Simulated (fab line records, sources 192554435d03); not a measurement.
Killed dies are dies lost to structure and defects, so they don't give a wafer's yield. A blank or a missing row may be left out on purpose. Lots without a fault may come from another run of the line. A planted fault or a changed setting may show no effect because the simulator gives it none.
fab line records | flow n5_finfet
record lots=7 wafers=39
route steps=1938 shown MOL_CONTACT_COAG@579
start_h: hours from the record's first day to the start of the lot's first wafer shown | wait_h: hours since the lot's step before | " the same as in the row above | L1.1+2: a row that stands for several wafers | - no value, or no start given | * or withheld: withheld | < > ~ a bound
route shown NAME@n: a module of which the file shows steps, and the number in the route of the first | usual: mean/standard deviation of fault-free wafers | same: alike in all rows | chamber/n: place in a boat | sites: the reading at each site | _std_site: their standard deviation | _edge_site: outer sites' mean less inner sites' | radius_mm: how far each site lies from the wafer's centre | mask NAME#n: copy n | behind: the tool/chamber that last shaped the wafer | hold: why the lot was held/for how many hours/how that ended | device: the transistor (n, p or np) that didn't switch | end of line: the same wafers' tests at the end of the route | a step without rows: its recipe alone | killed: dies lost to structure and defects at the first sort, not the wafer's yield | map: a wafer's dies, x killed, . not, _ none there
set.NAME: the setting as run; set.NAME@STEP: as run at that earlier step | model.NAME: the simulator's own value behind a step, which no gauge read
lots whose settings were changed on purpose; a table a step, a row a wafer
## steps
# step N5_MOL_CONTACT_COAG_ALD_131
# recipe material=SiO2 target_thk_a=50 temp_c=100 ald_precursor_family=BDEAS ald_co_reactant=O2-plasma pulse_time_s=1 co_reactant_pulse_time_s=1 purge_time_s=2 co_reactant_purge_time_s=2 ald_cycles=35 pressure_torr=2
# columns lot.wafer tool chamber start_h wait_h set.ald_cycles model.SiO2_of_MOL_CONTACT_COAG_ALD_131.thk_nm
L074.2+3+5 ald_sin-04 1,0,1 101.88 0.1 35 5
L075.1+4+6 ald_sin-04 3,1,3 103.37 0.1 35 5
L075.2+3+5 " 2,0,2 " " 38 5.4
L081.1+2+6 ald_sin-03 1,2,1 142.48 0.1 32 4.6
L081.3+4+5 " 3,0,2 " " 35 5
L085.1+5+6 ald_sin-02 0,1,0 168.97 0.8 39 5.6
L085.2+3+4 " 2,1,3 " " 35 5
L092.1+4+5 ald_sin-04 3,0,3 216.08 0.5 35 5
L092.2+3+6 " 2,0,2 " " 29 4.2
L093.1+2+3 ald_sin-04 3,0,2 216.24 0.2 35 5
L093.4+5+6 " 3,2,0 " " 32 4.6
L094.1+3+6 ald_sin-02 2,1,0 225.55 0.1 35 5
L094.2 " 0 " " 33 4.6
L094.4+5 " 3,1 " " 33 4.8
# step N5_MOL_CONTACT_COAG_ALD_133
# recipe material=SiO2 target_thk_a=50 temp_c=100 ald_precursor_family=BDEAS ald_co_reactant=O2-plasma pulse_time_s=1 co_reactant_pulse_time_s=1 purge_time_s=2 co_reactant_purge_time_s=2 ald_cycles=35 pressure_torr=2
# columns lot.wafer tool chamber start_h wait_h set.ald_cycles model.SiO2_of_MOL_CONTACT_COAG_ALD_133.thk_nm
L074.2+3+5 ald_sin-02 2,3,3 103.48 0.1 35 5
L075.1 ald_sin-04 0 105.28 0.4 40 5.6
L075.2+4+6 " 2,1,3 " " 35 5
L075.3+5 " 3,2 " " 40 5.8
L081.1+4+6 ald_sin-02 0,3,1 143.85 0.1 35 5
L081.2 " 1 " " 33 4.8
L081.3+5 " 2 " " 33 4.6
L085.1+2+6 ald_sin-04 0,3,2 170.21 0.1 35 5
L085.3+4 " 1,2 " " 30 4.2
L085.5 " 1 " " 30 4.4
L092.1+2+3+4+5+6 ald_sin-02 0,3,2,1,3,0 217.61 0.1 35 5
L093.1+2+3+4+5+6 ald_sin-02 3,1,0,2,2,3 217.79 0.1 35 5
L094.1+2+5 ald_sin-02 3,0,0 226.80 0.1 35 5
L094.3+4+6 " 2,1,1 " " 40 5.8
## key
split step=N5_MOL_CONTACT_COAG_ALD_131 setting=ald_cycles stated=35 by=wafer
response step=N5_MOL_CONTACT_COAG_ALD_131 reading=model.SiO2_of_MOL_CONTACT_COAG_ALD_131.thk_nm change=+0.0478 per=1% r=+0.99
split step=N5_MOL_CONTACT_COAG_ALD_133 setting=ald_cycles stated=35 by=wafer
response step=N5_MOL_CONTACT_COAG_ALD_133 reading=model.SiO2_of_MOL_CONTACT_COAG_ALD_133.thk_nm change=+0.0532 per=1% r=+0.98
